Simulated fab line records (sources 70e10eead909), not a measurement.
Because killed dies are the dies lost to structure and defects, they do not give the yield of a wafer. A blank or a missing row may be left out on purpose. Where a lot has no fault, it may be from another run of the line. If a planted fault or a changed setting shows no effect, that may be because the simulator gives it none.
Chamber matching -- flow nand harc -- 4 sister chambers for NHARC_A_BONDPAD_CMP_29 on cmp-04
The step polishes SiCN, target thk 200 nm. 8 wafers are shown with their chamber, then 7 later ones without.

== WAFERS, EACH WITH ITS CHAMBER ==
wafer,chamber,motor current A (A),retaining ring pressure frac
L382.1,2,12.3,1.006
L382.4,0,13.0,1.002
L382.6,0,14.9,1.003
L384.2,1,11.1,0.997
L384.4,2,12.0,1.002
L384.6,3,11.2,1.001
L388.2,3,10.9,0.993
L388.3,1,11.1,1.007

== WAFERS WITH NO CHAMBER GIVEN ==
wafer,motor current A (A),retaining ring pressure frac
L388.6,12.3,0.997
L391.4,14.6,1.002
L391.5,10.7,0.999
L391.6,13.8,1.000
L396.1,12.2,1.008
L396.2,10.7,0.997
L396.6,11.1,0.996

== WHICH CHAMBER EACH ONE RAN IN ==
wafer,from the rows above,in truth
L388.6,can't be placed: 2 or 3 or 1 or 0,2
L391.4,0,0
L391.5,can't be placed: 3 or 1 or 2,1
L391.6,can't be placed: 0 or 2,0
L396.1,can't be placed: 2 or 1 or 0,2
L396.2,can't be placed: 3 or 1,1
L396.6,can't be placed: 3 or 1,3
Correct placement for 1 of the 7. Not placeable from these rows: 6 (in 6, the candidates include the true chamber). Placed wrongly: 0.
How it was worked out, from the rows above alone: a wafer's distance from a chamber is the root of the sum, over the readings, of the square of ((its reading less the chamber's mean) divided by the reading's scatter). If the next closest chamber is less than 2 further off than the closest, the wafer can't be placed; otherwise it belongs to the closest. Each chamber's mean is taken over the wafers shown for it. The scatter is the square root of a quotient: the sum, over the shown wafers, of each reading's squared deviation from its chamber's mean, divided by wafers minus chambers.
